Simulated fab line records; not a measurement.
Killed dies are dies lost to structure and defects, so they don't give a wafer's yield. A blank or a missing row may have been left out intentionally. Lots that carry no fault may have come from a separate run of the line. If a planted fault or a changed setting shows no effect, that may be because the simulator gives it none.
fab line records ; flow n5_finfet
[record] lots = 7; wafers = 21
route steps=1938 shown BEOL_M14@1716 BEOL_M15@1827 MIM_TOP@1838 MIM_BOT_LITHO@1858
start_h: start of the lot's first displayed wafer, in hours after the record's first day ; wait_h: hours from the lot's prior step to this one ; " same as the row above ; L1.1+2: a row that stands for several wafers ; - no value present, or no start provided ; * or withheld: withheld ; < > ~ a bound
route shown NAME@n: NAME is a module with steps in the file, n the number in the route of the first one ; usual: mean and standard deviation over wafers with no fault ; same: alike in all rows ; chamber/n: place in a boat ; sites: per-site readings ; _std_site: how widely they spread, as a standard deviation ; _edge_site: outer sites' mean less inner sites' ; radius_mm: for every site, how far away it sits from the centre of the wafer ; mask NAME#n: copy n ; behind: tool/chamber where the wafer was last shaped ; hold: reason for holding the lot/hours on hold/outcome of the hold ; device: names the non-switching transistor (n, p or np) ; end of line: tests of these same wafers at the route's end ; a step with no rows: only its recipe ; killed: at the first sort, the dies lost to defects and structure; wafer yield is something else ; map: per-die view of a wafer (x killed, . not killed, _ where there is no die)
set.NAME: setting as actually run; set.NAME@STEP: the setting as run at that earlier step ; model.NAME: the simulator's own value behind a step, which no gauge read
lots with deliberately changed settings; one table per step, one row per wafer
[[steps]]
[step N5_BEOL_M14_ILD_DEP_00]
[recipe] material = SiO2; target_thk_a = 11193; temp_c = 400; precursor = TEOS/O2; pressure_torr = 6.5; rf_w = 900; teos_flow_sccm = 161.4; gas = O2; flow_sccm = 2650; time_s = 237.4
lot.wafer;tool;chamber;start_h;wait_h;set.time_s;model.SiO2_of_BEOL_M14_ILD_DEP_00.thk_nm
L077.1;pecvd-04;1;252.48;0.0;222.8;1053
L077.5;pecvd-04;2;252.48;0.0;222.8;1068
L077.6;pecvd-04;1;252.48;0.0;237.4;1131
L074.1;pecvd-01;2;264.56;0.0;237.4;1115
L074.3;pecvd-01;1;264.56;0.0;237.4;1134
L074.4;pecvd-01;2;264.56;0.0;237.4;1136
L079.3;pecvd-01;2;269.82;0.0;237.4;1116
L079.4;pecvd-01;2;269.82;0.0;237.4;1135
L079.5;pecvd-01;1;269.82;0.0;221.7;1084
L083.1;pecvd-01;2;303.06;0.0;225.8;1052
L083.2;pecvd-01;0;303.06;0.0;225.8;1067
L083.4;pecvd-01;0;303.06;0.0;237.4;1153
L091.2;pecvd-01;1;336.21;0.0;237.4;1141
L091.5;pecvd-01;0;336.21;0.0;237.4;1135
L091.6;pecvd-01;2;336.21;0.0;237.4;1125
L092.2;pecvd-04;2;349.33;0.0;237.4;1114
L092.3;pecvd-04;2;349.33;0.0;237.4;1143
L092.4;pecvd-04;0;349.33;0.0;237.4;1138
L094.1;pecvd-01;0;354.79;0.0;221.3;1029
L094.3;pecvd-01;1;354.79;0.0;221.3;1023
L094.6;pecvd-01;0;354.79;0.0;237.4;1105
[step N5_BEOL_M14_THK_MEAS_01]
[recipe] reads = SiO2_of_BEOL_M14_ILD_DEP_00
[usual] M14_ILD_THK = 1120/15
lot.wafer;tool;chamber;start_h;wait_h;set.time_s@BEOL_M14_ILD_DEP_00;M14_ILD_THK[nm]
L077.1;film_metro-01;-;252.67;0.1;222.8;1053
L077.5;film_metro-01;-;252.67;0.1;222.8;1067
L077.6;film_metro-01;-;252.67;0.1;237.4;1131
L074.1;film_metro-02;-;264.75;0.1;237.4;1115
L074.3;film_metro-02;-;264.75;0.1;237.4;1135
L074.4;film_metro-02;-;264.75;0.1;237.4;1136
L079.3;film_metro-02;-;270.01;0.1;237.4;1116
L079.4;film_metro-02;-;270.01;0.1;237.4;1135
L079.5;film_metro-02;-;270.01;0.1;221.7;1084
L083.1;film_metro-01;-;303.25;0.1;225.8;1053
L083.2;film_metro-01;-;303.25;0.1;225.8;1068
L083.4;film_metro-01;-;303.25;0.1;237.4;1154
L091.2;film_metro-02;-;336.40;0.1;237.4;1141
L091.5;film_metro-02;-;336.40;0.1;237.4;1134
L091.6;film_metro-02;-;336.40;0.1;237.4;1125
L092.2;film_metro-01;-;349.60;0.2;237.4;1114
L092.3;film_metro-01;-;349.60;0.2;237.4;1142
L092.4;film_metro-01;-;349.60;0.2;237.4;1138
L094.1;film_metro-01;-;354.98;0.1;221.3;1029
L094.3;film_metro-01;-;354.98;0.1;221.3;1023
L094.6;film_metro-01;-;354.98;0.1;237.4;1105
[step N5_BEOL_M14_EXPOSE_07]
[recipe] mask_id = V13; na = 0.8; source_shape = annular; sigma_inner = 0.5; sigma_outer = 0.8; polarization = unpolarized; attpsm_phase_deg = 180; dose_mj = 57
lot.wafer;tool;chamber;start_h;wait_h;mask;set.dose_mj
L077.1+5+6;krf_scanner-02;0;252.92;-;V13#0;57
L074.1+4;krf_scanner-01;0;265.01;-;V13#0;58.79
L074.3;krf_scanner-01;0;265.01;-;V13#0;57
L079.3+4;krf_scanner-01;0;270.16;-;V13#0;53.3
L079.5;krf_scanner-01;0;270.16;-;V13#0;57
L083.1;krf_scanner-01;0;303.38;-;V13#0;57
L083.2+4;krf_scanner-01;0;303.38;-;V13#0;54.9
L091.2+6;krf_scanner-01;0;336.66;-;V13#0;57
L091.5;krf_scanner-01;0;336.66;-;V13#0;52.93
L092.2+3+4;krf_scanner-02;0;349.73;-;V13#0;57
L094.1+6;krf_scanner-02;0;355.11;-;V13#0;57
L094.3;krf_scanner-02;0;355.11;-;V13#0;60.4
[step N5_BEOL_M14_PEB_08]
[recipe] peb_temp_c = 130; peb_time_s = 90
[step N5_BEOL_M14_DEVELOP_09]
[recipe] develop_time_s = 45; rinse_liquid = diw; dry = air_spin; dev_temp_c = 21
[step N5_BEOL_M14_HARDBAKE_14]
[recipe] temp_c = 130; time_s = 120
[step N5_BEOL_M14_CD_MEAS_10]
[recipe] target_cd_nm = 250; landing_energy_ev = 500; detector = se_inlens; polarity = opening
[usual] cd_nm = 250.2/1.6
lot.wafer;tool;chamber;start_h;wait_h;set.dose_mj@BEOL_M14_EXPOSE_07;cd_nm
L077.1;cd_sem-01;0;253.10;-;57;251.1
L077.5;cd_sem-01;0;253.10;-;57;249.2
L077.6;cd_sem-01;0;253.10;-;57;253.0
L074.1;cd_sem-01;0;265.18;-;58.79;253.1
L074.3;cd_sem-01;0;265.18;-;57;246.4
L074.4;cd_sem-01;0;265.18;-;58.79;254.4
L079.3;cd_sem-01;0;270.32;-;53.3;240.2
L079.4;cd_sem-01;0;270.32;-;53.3;239.9
L079.5;cd_sem-01;0;270.32;-;57;248.3
L083.1;cd_sem-03;0;303.56;-;57;250.2
L083.2;cd_sem-03;0;303.56;-;54.9;241.9
L083.4;cd_sem-03;0;303.56;-;54.9;243.5
L091.2;cd_sem-02;0;336.84;-;57;252.9
L091.5;cd_sem-02;0;336.84;-;52.93;239.6
L091.6;cd_sem-02;0;336.84;-;57;248.8
L092.2;cd_sem-01;0;349.91;-;57;248.6
L092.3;cd_sem-01;0;349.91;-;57;251.6
L092.4;cd_sem-01;0;349.91;-;57;249.3
L094.1;cd_sem-02;0;355.29;-;57;254.2
L094.3;cd_sem-02;0;355.29;-;60.4;261.7
L094.6;cd_sem-02;0;355.29;-;57;250.5
[step N5_BEOL_M14_DESCUM_15]
[recipe] chemistry = O2; time_s = 7.9; source_power_w = 50; bias_power_w = 20; pressure_mtorr = 20; rf_frequency_hz = 2.712e+07; temp_c = 40; o2_flow_sccm = 225
[step N5_BEOL_M14_ETCH_59]
[recipe] chemistry = N2/H2; target = BARC; target_depth_a = 890; overetch_a = 267; time_s = 67.9; ion_energy_ev = 200; pressure_mtorr = 30; source_w = 840; bias_w = 150; n2_flow_sccm = 200; h2_flow_sccm = 200
[step N5_BEOL_M14_VIA_ETCH_16]
[recipe] chemistry = C4F8/O2/Ar; target = SiO2; he_inner_torr = 15; he_outer_torr = 30; target_depth_a = 12313; time_s = withheld; ion_energy_ev = 800; pressure_mtorr = 20; source_w = 1905; bias_w = 2040; Ar_flow_sccm = 400; C4F8_flow_sccm = 16; O2_flow_sccm = 12; ends = cleared
lot.wafer;tool;chamber;start_h;wait_h;set.time_s@BEOL_M14_ILD_DEP_00;model.etch.depth_nm
L077.1;rie_diel-03;2;253.33;0.0;*;1053
L077.5;rie_diel-03;1;253.33;0.0;*;1068
L077.6;rie_diel-03;0;253.33;0.0;*;1131
L074.1;rie_diel-05;1;265.37;0.0;*;1115
L074.3;rie_diel-05;2;265.37;0.0;*;1134
L074.4;rie_diel-05;0;265.37;0.0;*;1136
L079.3;rie_diel-05;1;270.49;0.0;*;1116
L079.4;rie_diel-05;2;270.49;0.0;*;1135
L079.5;rie_diel-05;1;270.49;0.0;*;1084
L083.1;rie_diel-06;2;303.73;0.0;*;1052
L083.2;rie_diel-06;1;303.73;0.0;*;1067
L083.4;rie_diel-06;1;303.73;0.0;*;1153
L091.2;rie_diel-06;0;337.13;0.0;*;1141
L091.5;rie_diel-06;1;337.13;0.0;*;1135
L091.6;rie_diel-06;0;337.13;0.0;*;1125
L092.2;rie_diel-03;1;350.08;0.0;*;1114
L092.3;rie_diel-03;2;350.08;0.0;*;1143
L092.4;rie_diel-03;3;350.08;0.0;*;1138
L094.1;rie_diel-03;0;355.75;0.0;*;1029
L094.3;rie_diel-03;3;355.75;0.0;*;1023
L094.6;rie_diel-03;1;355.75;0.0;*;1105
[step N5_BEOL_M14_STRIP_63]
[recipe] chemistry = O2; power_w = 600; temp_c = 60; pressure_mtorr = 30; rf_frequency_hz = 6e+07; bias_power_w = 0; overash_fraction = 0.3; o2_flow_sccm = 225
[step N5_BEOL_M14_STRIP_64]
[recipe] chemistry = O2; power_w = 600; temp_c = 60; pressure_mtorr = 30; rf_frequency_hz = 6e+07; bias_power_w = 0; overash_fraction = 0.3; o2_flow_sccm = 225
[step N5_BEOL_M14_STRIP_71]
[recipe] chemistry = post_etch_residue_remover; time_s = 60; temp_c = 25; remover_ph = withheld; remover_water_wt_pct = withheld; remover_fluoride_wt_pct = withheld
[step N5_BEOL_M14_SRD_72]
[recipe] time_s = 30; temp_c = 23; rinse_liquid = diw; dry = n2_spin; spin_rpm = 1500; dry_time_s = 30
[step N5_BEOL_M14_CD_MEAS_17]
[recipe] target_cd_nm = 250; polarity = opening
[usual] cd_nm = 251.4/2.2
lot.wafer;tool;chamber;start_h;wait_h;set.dose_mj@BEOL_M14_EXPOSE_07;cd_nm
L077.1;cd_sem-01;-;253.68;0.0;57;249.5
L077.5;cd_sem-01;-;253.68;0.0;57;252.6
L077.6;cd_sem-01;-;253.68;0.0;57;256.9
L074.1;cd_sem-03;-;265.72;0.0;58.79;254.4
L074.3;cd_sem-03;-;265.72;0.0;57;248.1
L074.4;cd_sem-03;-;265.72;0.0;58.79;254.7
L079.3;cd_sem-02;-;270.84;0.0;53.3;241.0
L079.4;cd_sem-02;-;270.84;0.0;53.3;242.0
L079.5;cd_sem-02;-;270.84;0.0;57;249.0
L083.1;cd_sem-03;-;304.08;0.0;57;250.7
L083.2;cd_sem-03;-;304.08;0.0;54.9;242.6
L083.4;cd_sem-03;-;304.08;0.0;54.9;245.4
L091.2;cd_sem-01;-;337.49;0.0;57;255.1
L091.5;cd_sem-01;-;337.49;0.0;52.93;240.7
L091.6;cd_sem-01;-;337.49;0.0;57;250.4
L092.2;cd_sem-03;-;350.44;0.0;57;250.3
L092.3;cd_sem-03;-;350.44;0.0;57;249.4
L092.4;cd_sem-03;-;350.44;0.0;57;250.2
L094.1;cd_sem-03;-;356.10;0.0;57;254.3
L094.3;cd_sem-03;-;356.10;0.0;60.4;262.7
L094.6;cd_sem-03;-;356.10;0.0;57;252.8
[step N5_BEOL_M15_DEP_53]
[recipe] material = SiCN; target_thk_a = 500; temp_c = withheld; precursor = 3MS/NH3; pressure_torr = 3; rf_w = 675; time_s = 17.8
lot.wafer;tool;chamber;start_h;wait_h;set.time_s;model.SiCN_of_BEOL_M15_DEP_53.thk_nm
L077.1;pecvd-04;2;264.16;0.0;17.8;50
L077.5;pecvd-04;2;264.16;0.0;16.05;45.6
L077.6;pecvd-04;1;264.16;0.0;17.8;50.6
L074.1;pecvd-03;1;274.58;0.0;17.8;49.4
L074.3;pecvd-03;2;274.58;0.0;17.8;50.2
L074.4;pecvd-03;2;274.58;0.0;18.48;53.2
L079.3;pecvd-04;2;280.67;0.0;17.8;49.4
L079.4;pecvd-04;1;280.67;0.0;16.91;48.6
L079.5;pecvd-04;2;280.67;0.0;16.91;47.4
L083.1;pecvd-04;2;315.96;0.0;20.36;57
L083.2;pecvd-04;0;315.96;0.0;20.36;56.4
L083.4;pecvd-04;0;315.96;0.0;17.8;51
L091.2;pecvd-03;1;350.42;0.0;17.8;48.6
L091.5;pecvd-03;1;350.42;0.0;18.71;51.6
L091.6;pecvd-03;0;350.42;0.0;18.71;52
L092.2;pecvd-02;2;359.82;0.0;17.8;50
L092.3;pecvd-02;0;359.82;0.0;17.8;49
L092.4;pecvd-02;2;359.82;0.0;17.8;51
L094.1;pecvd-02;0;363.93;0.0;17.8;49.6
L094.3;pecvd-02;2;363.93;0.0;16.53;47
L094.6;pecvd-02;2;363.93;0.0;17.8;50.6
[step N5_MIM_TOP_SPUTTER_03]
[recipe] material = TiN; target_thk_a = 350; temp_c = 200; power_w = 3000; chamber_pressure_pa = 0.49996; gas = Ar; reactive_partial_pa = 0.37997; time_s = 89.7
lot.wafer;tool;chamber;start_h;wait_h;set.time_s;model.TiN_of_MIM_TOP_SPUTTER_03.thk_nm
L077.1;pvd_sputter-01;-;267.84;0.0;89.7;34.6
L077.5+6;pvd_sputter-01;-;267.84;0.0;89.7;34.2
L074.1;pvd_sputter-01;-;278.37;0.0;89.7;34.2
L074.3;pvd_sputter-01;-;278.37;0.0;89.7;34
L074.4;pvd_sputter-01;-;278.37;0.0;77.79;30
L079.3;pvd_sputter-03;-;283.83;0.0;94.83;37.4
L079.4;pvd_sputter-03;-;283.83;0.0;89.7;34.8
L079.5;pvd_sputter-03;-;283.83;0.0;94.83;36.8
L083.1;pvd_sputter-03;-;318.74;0.0;89.7;35.6
L083.2;pvd_sputter-03;-;318.74;0.0;89.7;35
L083.4;pvd_sputter-03;-;318.74;0.0;89.7;35.8
L091.2+6;pvd_sputter-01;-;353.41;0.0;99.29;38.4
L091.5;pvd_sputter-01;-;353.41;0.0;89.7;34.4
L092.2;pvd_sputter-02;-;362.47;0.0;89.7;35.4
L092.3;pvd_sputter-02;-;362.47;0.0;89.7;34.8
L092.4;pvd_sputter-02;-;362.47;0.0;89.7;34.6
L094.1;pvd_sputter-01;-;367.40;0.0;80.8;31.6
L094.3;pvd_sputter-01;-;367.40;0.0;80.8;31.2
L094.6;pvd_sputter-01;-;367.40;0.0;89.7;35.4
[step N5_MIM_BOT_LITHO_EXPOSE_05]
[recipe] mask_id = MIM_BOT; na = 0.55; source_shape = conventional; sigma_outer = 0.8; polarization = unpolarized; dose_mj = 24.25
lot.wafer;tool;chamber;start_h;wait_h;mask;set.dose_mj
L077.1+5+6;krf_scanner-02;0;268.85;-;MIM_BOT#0;24.25
L074.1;krf_scanner-01;0;279.60;-;MIM_BOT#0;24.25
L074.3+4;krf_scanner-01;0;279.60;-;MIM_BOT#0;25.34
L079.3+4+5;krf_scanner-02;0;285.22;-;MIM_BOT#0;24.25
L083.1;krf_scanner-02;0;320.03;-;MIM_BOT#0;25.91
L083.2+4;krf_scanner-02;0;320.03;-;MIM_BOT#0;24.25
L091.2+5+6;krf_scanner-02;0;354.36;-;MIM_BOT#0;24.25
L092.2+3+4;krf_scanner-01;0;363.56;-;MIM_BOT#0;24.25
L094.1+3+6;krf_scanner-01;0;368.37;-;MIM_BOT#0;24.25
[step N5_MIM_BOT_LITHO_PEB_06]
[recipe] peb_temp_c = withheld; peb_time_s = *
[step N5_MIM_BOT_LITHO_DEVELOP_07]
[recipe] develop_time_s = 60; rinse_liquid = diw; dry = air_spin; dev_temp_c = 21
[step N5_MIM_BOT_LITHO_HARDBAKE_09]
[recipe] temp_c = 130; time_s = 120
[step N5_MIM_BOT_LITHO_CD_MEAS_08]
[recipe] target_cd_nm = 3000; landing_energy_ev = 500; detector = se_inlens; polarity = opening
[usual] cd_nm = 2998.2/2.5
lot.wafer;tool;chamber;start_h;wait_h;set.dose_mj@MIM_BOT_LITHO_EXPOSE_05;cd_nm
L077.1;cd_sem-03;0;269.03;-;24.25;3000.5
L077.5;cd_sem-03;0;269.03;-;24.25;2998.0
L077.6;cd_sem-03;0;269.03;-;24.25;2996.5
L074.1;cd_sem-02;0;279.78;-;24.25;2996.6
L074.3;cd_sem-02;0;279.78;-;25.34;3003.4
L074.4;cd_sem-02;0;279.78;-;25.34;3004.9
L079.3;cd_sem-01;0;285.39;-;24.25;2994.5
L079.4;cd_sem-01;0;285.39;-;24.25;2999.9
L079.5;cd_sem-01;0;285.39;-;24.25;2998.5
L083.1;cd_sem-02;0;320.21;-;25.91;3009.4
L083.2;cd_sem-02;0;320.21;-;24.25;2995.4
L083.4;cd_sem-02;0;320.21;-;24.25;2999.0
L091.2;cd_sem-03;0;354.54;-;24.25;2998.1
L091.5;cd_sem-03;0;354.54;-;24.25;2997.3
L091.6;cd_sem-03;0;354.54;-;24.25;3000.1
L092.2;cd_sem-02;0;363.73;-;24.25;2993.5
L092.3;cd_sem-02;0;363.73;-;24.25;2996.7
L092.4;cd_sem-02;0;363.73;-;24.25;2995.5
L094.1;cd_sem-02;0;368.55;-;24.25;2997.1
L094.3;cd_sem-02;0;368.55;-;24.25;2996.2
L094.6;cd_sem-02;0;368.55;-;24.25;2996.9
[[key]]
[split] step = N5_BEOL_M14_ILD_DEP_00; setting = time_s; stated = 237.4; by = wafer
[response] step = N5_BEOL_M14_ILD_DEP_00; reading = model.SiO2_of_BEOL_M14_ILD_DEP_00.thk_nm; change = +11.2; per = 1%; r = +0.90
[response] step = N5_BEOL_M14_THK_MEAS_01; reading = M14_ILD_THK; change = +11.3; per = 1%; r = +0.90
[response] step = N5_BEOL_M14_VIA_ETCH_16; reading = model.etch.depth_nm; change = +11.2; per = 1%; r = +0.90
[split] step = N5_BEOL_M14_EXPOSE_07; setting = dose_mj; stated = 57; by = wafer
[response] step = N5_BEOL_M14_CD_MEAS_10; reading = cd_nm; change = +1.58; per = 1%; r = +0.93
[response] step = N5_BEOL_M14_CD_MEAS_17; reading = cd_nm; change = +1.53; per = 1%; r = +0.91
[split] step = N5_BEOL_M15_DEP_53; setting = time_s; stated = 17.8; by = wafer
[response] step = N5_BEOL_M15_DEP_53; reading = model.SiCN_of_BEOL_M15_DEP_53.thk_nm; change = +0.444; per = 1%; r = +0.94
[split] step = N5_MIM_TOP_SPUTTER_03; setting = time_s; stated = 89.7; by = wafer
[response] step = N5_MIM_TOP_SPUTTER_03; reading = model.TiN_of_MIM_TOP_SPUTTER_03.thk_nm; change = +0.356; per = 1%; r = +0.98
[split] step = N5_MIM_BOT_LITHO_EXPOSE_05; setting = dose_mj; stated = 24.25; by = wafer
[response] step = N5_MIM_BOT_LITHO_CD_MEAS_08; reading = cd_nm; change = +1.76; per = 1%; r = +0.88
